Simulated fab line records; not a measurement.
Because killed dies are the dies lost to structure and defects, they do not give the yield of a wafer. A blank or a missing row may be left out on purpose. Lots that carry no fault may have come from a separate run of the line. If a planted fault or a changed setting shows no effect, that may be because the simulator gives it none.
Which of the tools did it?	flow n5Finfet	Sampling: 22 lots, 66 wafers, 3 of 1938 route steps

## WHAT EACH GAUGE READ, for each wafer
N5_BEOL_M6_THK_MEAS_53: measures by xrf. Usual: M6_THK typically reads 78.3 nm, with standard deviation 2.
lot	measured	on	M6_THK (nm)	flag
L075	day 8 16:02	filmMetro-01	78.0 76.1 80.4	
L074	day 9 07:47	filmMetro-02	77.4 75.3 76.3	
L077	day 9 09:53	filmMetro-01	75.9 79.7 77.3	
L078	day 9 21:30	filmMetro-01	78.3 79.7 75.0	
L079	day 9 23:22	filmMetro-01	78.4 79.7 80.7	
L080	day 10 07:36	filmMetro-01	78.8 79.7 78.9	
L081	day 10 12:07	filmMetro-01	82.7 78.2 79.6	
L082	day 10 12:44	filmMetro-01	77.6 79.9 77.5	
L083	day 10 17:26	filmMetro-01	77.8 76.4 77.8	
L084	day 11 06:25	filmMetro-02	77.4 76.9 76.1	
L085	day 11 12:19	filmMetro-02	78.4 78.6 76.2	
L086	day 11 21:10	filmMetro-01	78.1 80.2 79.2	
L087	day 12 19:14	filmMetro-01	74.7 76.3 76.0	
L089	day 12 23:31	filmMetro-01	80.2 79.2 78.5	
L088	day 12 23:42	filmMetro-01	82.1 77.7 81.9	
L091	day 13 07:10	filmMetro-01	78.2 77.6 75.7	
L093	day 13 16:27	filmMetro-01	76.8 76.6 77.3	
L094	day 13 22:38	filmMetro-01	78.5 76.1 78.4	
L092	day 13 22:56	filmMetro-01	79.3 79.3 79.7	
L095	day 14 05:17	filmMetro-01	77.1 77.2 80.3	
L096	day 14 14:07	filmMetro-02	79.4 80.1 81.9	
L097	day 14 17:28	filmMetro-01	82.4 79.3 81.5	

N5_BEOL_M6_RS_MEAS_57: measurement is done with a four-point probe. Usual: M6_RS typically reads 0.288 ohm/sq, with standard deviation 0.0088.
lot	measured	on	M6_RS (ohm/sq)	flag
L075	day 8 16:10	filmMetro-01	0.295 0.304 0.284	
L074	day 9 07:56	filmMetro-02	0.291 0.299 0.296	
L077	day 9 10:01	filmMetro-02	0.299 0.283 0.292	
L078	day 9 21:38	filmMetro-01	0.291 0.285 0.308	
L079	day 9 23:29	filmMetro-01	0.289 0.284 0.278	
L080	day 10 07:46	filmMetro-02	0.288 0.284 0.288	
L081	day 10 12:14	filmMetro-01	0.270 0.289 0.282	
L082	day 10 12:53	filmMetro-01	0.290 0.281 0.292	
L083	day 10 17:36	filmMetro-02	0.293 0.296 0.292	
L084	day 11 06:33	filmMetro-02	0.293 0.294 0.297	
L085	day 11 12:29	filmMetro-01	0.287 0.284 0.297	
L086	day 11 21:19	filmMetro-01	0.290 0.282 0.284	
L087	day 12 19:22	filmMetro-01	0.303 0.296 0.297	
L089	day 12 23:39	filmMetro-01	0.279 0.284 0.284	
L088	day 12 23:50	filmMetro-01	0.274 0.291 0.274	
L091	day 13 07:17	filmMetro-01	0.286 0.288 0.298	
L093	day 13 16:35	filmMetro-01	0.294 0.295 0.291	
L094	day 13 22:46	filmMetro-01	0.286 0.295 0.286	
L092	day 13 23:04	filmMetro-01	0.282 0.286 0.283	
L095	day 14 05:25	filmMetro-02	0.295 0.296 0.283	
L096	day 14 14:15	filmMetro-02	0.280 0.277 0.270	
L097	day 14 17:36	filmMetro-02	0.274 0.284 0.275	

## TOOL THAT RAN EACH LOT (tool first, then ch and the chambers of the sampled wafers, then the start)
lot	N5_BEOL_M6_STRIP_80
L075	rieDiel-06 ch 1,3, day 8 16:02 or earlier
L074	rieDiel-02 ch 2,3, day 9 07:47 or earlier
L077	rieDiel-02 ch 1,2,3, day 9 09:53 or earlier
L078	rieDiel-05 ch 0,1, day 9 21:30 or earlier
L079	rieDiel-02 ch 0,1, day 9 23:22 or earlier
L080	rieDiel-05 ch 1,3, day 10 07:36 or earlier
L081	rieDiel-02 ch 0,2,3, day 10 12:07 or earlier
L082	rieDiel-02 ch 2,3, day 10 12:44 or earlier
L083	rieDiel-06 ch 2,3, day 10 17:26 or earlier
L084	rieDiel-05 ch 2,3, day 11 06:25 or earlier
L085	rieDiel-02 ch 0,1,2, day 11 12:19 or earlier
L086	rieDiel-02 ch 0,2,3, day 11 21:10 or earlier
L087	rieDiel-05 ch 0,1, day 12 19:14 or earlier
L089	rieDiel-02 ch 0,3, day 12 23:31 or earlier
L088	rieDiel-06 ch 0,3, day 12 23:42 or earlier
L091	rieDiel-02 ch 1,2, day 13 07:10 or earlier
L093	rieDiel-05 ch 0,1,3, day 13 16:27 or earlier
L094	rieDiel-02 ch 1,2, day 13 22:38 or earlier
L092	rieDiel-02 ch 1,2, day 13 22:56 or earlier
L095	rieDiel-05 ch 0,1,3, day 14 05:17 or earlier
L096	rieDiel-06 ch 1,2,3, day 14 14:07 or earlier
L097	rieDiel-06 ch 0,1,2, day 14 17:28 or earlier
- N5_BEOL_M6_STRIP_80: strips in N2/H2, time 10 s.

## AS READ BY THE TOOLS THEMSELVES (means over the sampled wafers that have a number; for cases with no such wafer, the mark the record gives instead)
N5_BEOL_M6_STRIP_80. Usual: biasPowerW 7.003 W, standard deviation 0.021; drypumpMotorCurrentA 5.6 A, standard deviation 0.5; oesProductAu 0.82 a.u., standard deviation 0.081; rfVppV 59.2 V, standard deviation 0.88; showerheadPlenumPTorr 2.56 Torr, standard deviation 0.086; throttleValvePct 23.4 %, standard deviation 0.3.
lot	tool	biasPowerW (W)	drypumpMotorCurrentA (A)	oesProductAu (a.u.)	rfVppV (V)	showerheadPlenumPTorr (Torr)	throttleValvePct (%)	flag
L075	rieDiel-06	7.014	6.1	0.69	59.5	2.56	23.5	
L074	rieDiel-02	7.014	5.6	0.82	59.2	2.60	23.3	
L077	rieDiel-02	7.027	5.7	0.79	59.5	2.62	23.4	
L078	rieDiel-05	6.991	5.0	0.86	59.1	2.47	23.1	
L079	rieDiel-02	7.002	5.9	0.75	59.7	2.56	23.6	
L080	rieDiel-05	7.009	5.2	0.94	59.5	2.49	23.2	
L081	rieDiel-02	6.996	5.6	0.82	58.8	2.56	23.2	
L082	rieDiel-02	6.990	5.5	0.83	59.9	2.64	23.2	
L083	rieDiel-06	6.992	6.6	0.70	59.1	2.52	23.8	
L084	rieDiel-05	6.993	5.5	0.82	59.0	2.53	23.5	
L085	rieDiel-02	7.012	5.7	0.78	59.1	2.58	23.3	
L086	rieDiel-02	7.015	5.6	0.81	58.8	2.56	23.2	
L087	rieDiel-05	7.001	5.0	0.81	58.6	2.46	23.1	
L089	rieDiel-02	6.991	5.7	0.79	59.3	2.48	23.3	
L088	rieDiel-06	6.999	5.5	0.79	59.3	2.65	23.4	
L091	rieDiel-02	6.987	5.5	0.87	60.6	2.65	23.3	
L093	rieDiel-05	7.007	5.2	0.82	58.8	2.47	23.3	
L094	rieDiel-02	7.004	5.8	0.89	59.7	2.62	23.5	
L092	rieDiel-02	6.989	5.8	0.90	59.6	2.62	23.5	
L095	rieDiel-05	7.013	5.2	0.82	59.1	2.46	23.3	
L096	rieDiel-06	7.001	6.0	0.95	59.3	2.59	23.5	
L097	rieDiel-06	7.014	5.5	0.88	59.4	2.62	23.5	

## THE ANSWER, worked out from the rows above alone
Rule: lot off if the mean of its wafers having a number is beyond 3 standard deviations from the usual mean. A lot without any number at a reading at which 4 lots or more have one is off too. Any other lot the step has rows for is counted as sound. Order of review: gauges by route order, followed by the tools' own readings, for which a lot's mean as printed above is used. At the first step where some lot is off, the reading lying furthest off is the one used; lots without a number count as furthest.
None of the lots is off at any reading shown; this tells nothing.

## WHAT WAS PUT IN BY THE SIMULATOR
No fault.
